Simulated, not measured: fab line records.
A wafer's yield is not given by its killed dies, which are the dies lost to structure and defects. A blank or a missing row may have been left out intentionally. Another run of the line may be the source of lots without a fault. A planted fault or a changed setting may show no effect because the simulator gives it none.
Which tool did it? / flow n5-finfet / 9 lots, 27 wafers sampled, at 5 steps of a route of 1938

== WHAT EACH GAUGE READ, for each wafer ==
N5_BEOL_M4_RC_MEAS_101.
lot=L538; measured=day 7 23:18; on=prober-02; DIBL_N (mV/V)=40.3 37.1 43.8
lot=L541; measured=day 8 22:55; on=prober-02; DIBL_N (mV/V)=37.5 36.0 41.5
lot=L542; measured=day 9 01:54; on=prober-01; DIBL_N (mV/V)=36.7 36.7 36.5
lot=L543; measured=day 9 09:13; on=prober-01; DIBL_N (mV/V)=36.5 34.8 40.1
lot=L552; measured=day 12 16:50; on=prober-01; DIBL_N (mV/V)=34.0 40.2 38.4
lot=L554; measured=day 12 21:28; on=prober-01; DIBL_N (mV/V)=39.3 41.2 36.0
lot=L558; measured=day 13 14:05; on=prober-01; DIBL_N (mV/V)=38.3 36.8 37.2
lot=L559; measured=day 13 20:28; on=prober-01; DIBL_N (mV/V)=37.8 38.4 40.4
lot=L561; measured=day 14 06:08; on=prober-01; DIBL_N (mV/V)=37.3 37.0 33.1

== WHICH TOOL RAN EACH LOT (tool, then ch and the chambers of the sampled wafers, then the start) ==
lot=L538; N5_BEOL_M0_SAQP_ETCH_83=rie-diel-02 ch 1,2,3, day 5 10:04; N5_BEOL_M0_SAQP_MANDREL1_REMOVE_100=rie-si-02 ch 2,3, day 5 11:40; N5_BEOL_M0_SAQP_RECESS_104=vapor-etch-01 ch 0,1, day 5 12:10; N5_BEOL_M0_SAQP_ETCH_107=rie-diel-06 ch 0,1,2, day 5 12:34
lot=L541; N5_BEOL_M0_SAQP_ETCH_83=rie-diel-04 ch 1,2,3, day 6 06:57; N5_BEOL_M0_SAQP_MANDREL1_REMOVE_100=rie-si-01 ch 0,2,3, day 6 08:24; N5_BEOL_M0_SAQP_RECESS_104=vapor-etch-02 ch 0,1, day 6 08:53; N5_BEOL_M0_SAQP_ETCH_107=rie-diel-06 ch 1,2,3, day 6 09:17
lot=L542; N5_BEOL_M0_SAQP_ETCH_83=rie-diel-06 ch 1,2,3, day 6 12:58; N5_BEOL_M0_SAQP_MANDREL1_REMOVE_100=rie-si-06 ch 0,2,3, day 6 14:26; N5_BEOL_M0_SAQP_RECESS_104=vapor-etch-02 ch 0,1, day 6 14:48; N5_BEOL_M0_SAQP_ETCH_107=rie-diel-06 ch 0,1,3, day 6 15:19
lot=L543; N5_BEOL_M0_SAQP_ETCH_83=rie-diel-04 ch 0,1,3, day 6 19:17; N5_BEOL_M0_SAQP_MANDREL1_REMOVE_100=rie-si-02 ch 1,2,3, day 6 20:43; N5_BEOL_M0_SAQP_RECESS_104=vapor-etch-02 ch 0,1, day 6 21:05; N5_BEOL_M0_SAQP_ETCH_107=rie-diel-06 ch 0,1,3, day 6 21:35
lot=L552; N5_BEOL_M0_SAQP_ETCH_83=rie-diel-06 ch 1,2,3, day 9 04:05; N5_BEOL_M0_SAQP_MANDREL1_REMOVE_100=rie-si-01 ch 0,1, day 9 07:12; N5_BEOL_M0_SAQP_RECESS_104=vapor-etch-02 ch 0,1, day 9 07:41; N5_BEOL_M0_SAQP_ETCH_107=rie-diel-04 ch 0,1,2, day 9 08:11
lot=L554; N5_BEOL_M0_SAQP_ETCH_83=rie-diel-02 ch 1,2,3, day 9 12:28; N5_BEOL_M0_SAQP_MANDREL1_REMOVE_100=rie-si-02 ch 1,2,3, day 9 14:02; N5_BEOL_M0_SAQP_RECESS_104=vapor-etch-01 ch 0,1, day 9 14:25; N5_BEOL_M0_SAQP_ETCH_107=rie-diel-06 ch 2,3, day 9 14:55
lot=L558; N5_BEOL_M0_SAQP_ETCH_83=rie-diel-06 ch 1,2,3, day 10 13:32; N5_BEOL_M0_SAQP_MANDREL1_REMOVE_100=rie-si-06 ch 0,1, day 10 15:11; N5_BEOL_M0_SAQP_RECESS_104=vapor-etch-02 ch 0,1, day 10 15:41; N5_BEOL_M0_SAQP_ETCH_107=rie-diel-02 ch 0,1,3, day 10 16:04
lot=L559; N5_BEOL_M0_SAQP_ETCH_83=rie-diel-06 ch 0,1,3, day 10 22:35; N5_BEOL_M0_SAQP_MANDREL1_REMOVE_100=rie-si-06 ch 1,2,3, day 11 00:13; N5_BEOL_M0_SAQP_RECESS_104=vapor-etch-02 ch 0,1, day 11 00:35; N5_BEOL_M0_SAQP_ETCH_107=rie-diel-06 ch 0,3, day 11 01:07
lot=L561; N5_BEOL_M0_SAQP_ETCH_83=rie-diel-06 ch 0,2,3, day 11 07:04; N5_BEOL_M0_SAQP_MANDREL1_REMOVE_100=rie-si-02 ch 0,2, day 11 08:29; N5_BEOL_M0_SAQP_RECESS_104=vapor-etch-02 ch 0,1, day 11 08:59; N5_BEOL_M0_SAQP_ETCH_107=rie-diel-06 ch 0,2,3, day 11 09:22
- N5_BEOL_M0_SAQP_ETCH_83: etches SiARC in CF4, target depth 39 nm, time 65 s.
- N5_BEOL_M0_SAQP_MANDREL1_REMOVE_100: chemistry HBr/Cl2/O2, target a-Si, stops on SiNx, bt time 10 s.
- N5_BEOL_M0_SAQP_RECESS_104: chemistry HF/NH3, target SiO2, target depth 18 nm, afs cycles 3, sublimation time 60 s.
- N5_BEOL_M0_SAQP_ETCH_107: etches SiNx in CH3F/O2, target depth 30 nm.

== THE ANSWER, worked out from the rows above alone ==
Rule: the usual values come from the lots themselves. The widest of any qualifying gaps counts: lots, ordered by their means at a reading, are off when they make up no more than a third of the lots, leave a main group of 4 or more, and stand apart from it by 3 or more times the standard deviation of that group's means. A main group whose means are all the same, to the digits that the tables above print for the reading, isn't used. A lot without any number at a reading at which 4 lots or more have one is off too. Where the step has rows for the other lots, those lots are counted as sound.
Nothing can be told from this: no lot is off at any reading shown.

== WHAT THE SIMULATOR HAD INSERTED ==
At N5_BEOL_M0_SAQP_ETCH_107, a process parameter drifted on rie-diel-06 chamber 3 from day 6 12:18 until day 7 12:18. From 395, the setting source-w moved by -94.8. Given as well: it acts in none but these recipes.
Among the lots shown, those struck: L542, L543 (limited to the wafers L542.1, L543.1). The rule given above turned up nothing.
